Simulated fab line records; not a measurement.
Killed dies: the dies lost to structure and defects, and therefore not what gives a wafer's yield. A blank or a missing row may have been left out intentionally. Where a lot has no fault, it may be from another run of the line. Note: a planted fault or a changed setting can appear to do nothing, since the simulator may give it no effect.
Matching of chambers / flow n5-finfet / rie-diel-06 running N5_BEOL_M0_ETCH_138: 4 sister chambers
The step etches SiCN in CH3F/O2, target depth 12 nm, time 31.6 s. 8 wafers are shown with their chamber, then 8 later ones without.

== WAFERS, EACH WITH ITS CHAMBER ==
wafer=L078.1; chamber=1; showerhead-plenum-p-Torr (Torr)=2.05; oes-product-au (a.u.)=0.61
wafer=L080.2; chamber=1; showerhead-plenum-p-Torr (Torr)=2.05; oes-product-au (a.u.)=0.61
wafer=L083.5; chamber=0; showerhead-plenum-p-Torr (Torr)=1.93; oes-product-au (a.u.)=0.72
wafer=L083.6; chamber=3; showerhead-plenum-p-Torr (Torr)=2.09; oes-product-au (a.u.)=0.61
wafer=L084.1; chamber=2; showerhead-plenum-p-Torr (Torr)=2.02; oes-product-au (a.u.)=0.71
wafer=L084.3; chamber=3; showerhead-plenum-p-Torr (Torr)=2.09; oes-product-au (a.u.)=0.61
wafer=L084.5; chamber=0; showerhead-plenum-p-Torr (Torr)=1.93; oes-product-au (a.u.)=0.71
wafer=L091.1; chamber=2; showerhead-plenum-p-Torr (Torr)=2.01; oes-product-au (a.u.)=0.69

== WAFERS WHOSE CHAMBER IS MISSING ==
wafer=L091.2; showerhead-plenum-p-Torr (Torr)=2.04; oes-product-au (a.u.)=0.60
wafer=L091.4; showerhead-plenum-p-Torr (Torr)=1.93; oes-product-au (a.u.)=0.70
wafer=L095.1; showerhead-plenum-p-Torr (Torr)=2.08; oes-product-au (a.u.)=0.59
wafer=L095.3; showerhead-plenum-p-Torr (Torr)=2.04; oes-product-au (a.u.)=0.59
wafer=L095.6; showerhead-plenum-p-Torr (Torr)=1.92; oes-product-au (a.u.)=0.70
wafer=L097.1; showerhead-plenum-p-Torr (Torr)=1.92; oes-product-au (a.u.)=0.70
wafer=L097.3; showerhead-plenum-p-Torr (Torr)=2.01; oes-product-au (a.u.)=0.68
wafer=L097.6; showerhead-plenum-p-Torr (Torr)=2.08; oes-product-au (a.u.)=0.59

== WHICH CHAMBER EACH WENT THROUGH ==
wafer=L091.2; from the rows above=1; in truth=1
wafer=L091.4; from the rows above=0; in truth=0
wafer=L095.1; from the rows above=3; in truth=3
wafer=L095.3; from the rows above=1; in truth=1
wafer=L095.6; from the rows above=0; in truth=0
wafer=L097.1; from the rows above=0; in truth=0
wafer=L097.3; from the rows above=2; in truth=2
wafer=L097.6; from the rows above=3; in truth=3
8 of 8 placed correctly. Left unplaced by these rows: 0. 0 placed wrongly.
How it was worked out, from the rows above alone: a wafer's distance from a chamber is the root of the sum, over the readings, of the square of ((its reading less the chamber's mean) divided by the reading's scatter). The wafer belongs to the nearest chamber; if the next one is less than 2 further off, it can't be placed. Each chamber's mean is taken over the wafers shown for it. How the scatter is found: for the shown wafers, subtract from each reading the mean of its chamber, square and add these, divide the total by (wafers less chambers), then take the root.
